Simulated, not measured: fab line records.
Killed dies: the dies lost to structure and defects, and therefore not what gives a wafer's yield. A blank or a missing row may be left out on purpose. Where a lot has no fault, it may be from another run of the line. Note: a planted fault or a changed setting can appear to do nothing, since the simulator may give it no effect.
Code-filled problem report in 8D (eight disciplines) form || flow n5-finfet || the parts of the form that need people (team, actions taken, sign-off) are left out

== 1. THE ISSUE ==
Mean of run-length-s at N5_BEOL_M1_CVD_47: 197.0 s across 6 wafers in 3 lots; on wafers with no fault it is 246.6 s (standard deviation 0.61). That puts it -81 standard deviations away from the usual mean.
The step: deposits Co from CCTBA/H2, target thk 3 nm, time 223.8 s.
Earliest sighting: wafer L684.3 on cvd-co-01 at day 9 21:16. Wafers with a number at this step in the record: 19, from 7 lots. The rule behind "out" and "out of limits": a value lying over 4 standard deviations away from the usual mean. All remaining wafers that have a number are taken as sound.

== 2. WHAT IT IS, AND WHAT IT ISN'T ==
{"question": "which readings at this step", "is": "run-length-s", "is not": "-"}
{"question": "which lots", "is": "L684, L688, L690", "is not": "L672, L676, L679, L686"}
{"question": "which wafers of those lots", "is": "L684.3, L684.5, L688.3, L688.5, L690.3, L690.5", "is not": "L684.1"}
{"question": "read on which tools", "is": "cvd-co-01", "is not": "cvd-co-02"}
{"question": "when", "is": "from day 9 21:16", "is not": "up to then (10 sound wafers); but 3 sound wafers of L686 came after"}

== 3. SUSPECTS, AND WHAT RULES EACH OUT ==
Counting: a tool at a process step up to the reading stays a suspect if it ran every lot that is out. Sound lots after the first of them don't rule it out here, since some wafers of a struck lot are sound.
- rie-diel-06 at N5_BEOL_M1_ETCH_41 (etches SiCN in CH3F/O2, target depth 31.9 nm, time 57.8 s): kept. It processed each lot that is out (first: L684, day 9 20:04); up to then, its last sound lot is L679 (day 8 05:49). Because N5_BEOL_M1_ETCH_41 lacks a start for some lots, the hours and order of its lots are taken from N5_BEOL_M1_OCD_MEAS_38.
- rie-diel-06 at N5_BEOL_M1_STRIP_97 (strips in N2/H2, time 10 s): kept. It processed each lot that is out (first: L684, day 9 20:04); up to then, its last sound lot is L679 (day 8 05:49). Because N5_BEOL_M1_STRIP_97 lacks a start for some lots, the hours and order of its lots are taken from N5_BEOL_M1_OCD_MEAS_38.
- pvd-sputter-01 at N5_BEOL_M1_SURFACE_TREAT_85: kept. It ran every lot that is out, first L684 (day 9 21:12).
- cvd-co-01 at N5_BEOL_M1_CVD_47 (deposits Co from CCTBA/H2, target thk 3 nm, time 223.8 s): kept. It processed each lot that is out (first: L684, day 9 21:16); up to then, its last sound lot is L679 (day 8 07:14). On those wafers its own readings are out: run-length-s.
- Within rie-diel-06 at N5_BEOL_M1_ETCH_41: the wafers that are out ran in chambers 0, 2, 3; their sound lot-mates ran in chamber 1.
- Within rie-diel-06 at N5_BEOL_M1_STRIP_97: the wafers that are out ran in chambers 0, 2, 3; their sound lot-mates ran in chamber 1.
Left after counting: rie-diel-06 at N5_BEOL_M1_ETCH_41, rie-diel-06 at N5_BEOL_M1_STRIP_97, pvd-sputter-01 at N5_BEOL_M1_SURFACE_TREAT_85, cvd-co-01 at N5_BEOL_M1_CVD_47.

== 4. THE CAUSE (what the simulator had put in) ==
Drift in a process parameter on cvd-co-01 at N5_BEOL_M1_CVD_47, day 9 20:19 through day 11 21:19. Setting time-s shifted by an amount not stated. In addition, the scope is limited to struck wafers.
Counting left 4 suspects, and this tool is among them.

== 5. THE EFFECT CHAIN, in route order ==
One row per reading whose mean, taken over the struck wafers that have a number, lies over 3 standard deviations from the usual. Readings are gone through only where the record gives a usual standard deviation; hours: the median, over the lots, of the time from a lot's start at the first step in this table giving one to that lot's start at this step; sigmas: the change measured in usual standard deviations.
{"hours": 0, "step": "N5_BEOL_M1_CVD_47", "reading": "run-length-s", "usual": "246.6 s", "on struck wafers": 197.0, "change": -49.6, "sigmas": -81}
The process steps in it:
- N5_BEOL_M1_CVD_47: deposits Co from CCTBA/H2, target thk 3 nm, time 223.8 s.
At these later measuring or inspecting steps, every struck wafer for which the step has a row has a number for every such reading, and none has moved that far: N5_BEOL_M4_RC_MEAS_101.

== 6. HOW IT WOULD HAVE BEEN CAUGHT EARLIER ==
In this record the first reading out of limits was taken at day 9 21:16, 1 hour after the fault began at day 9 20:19.
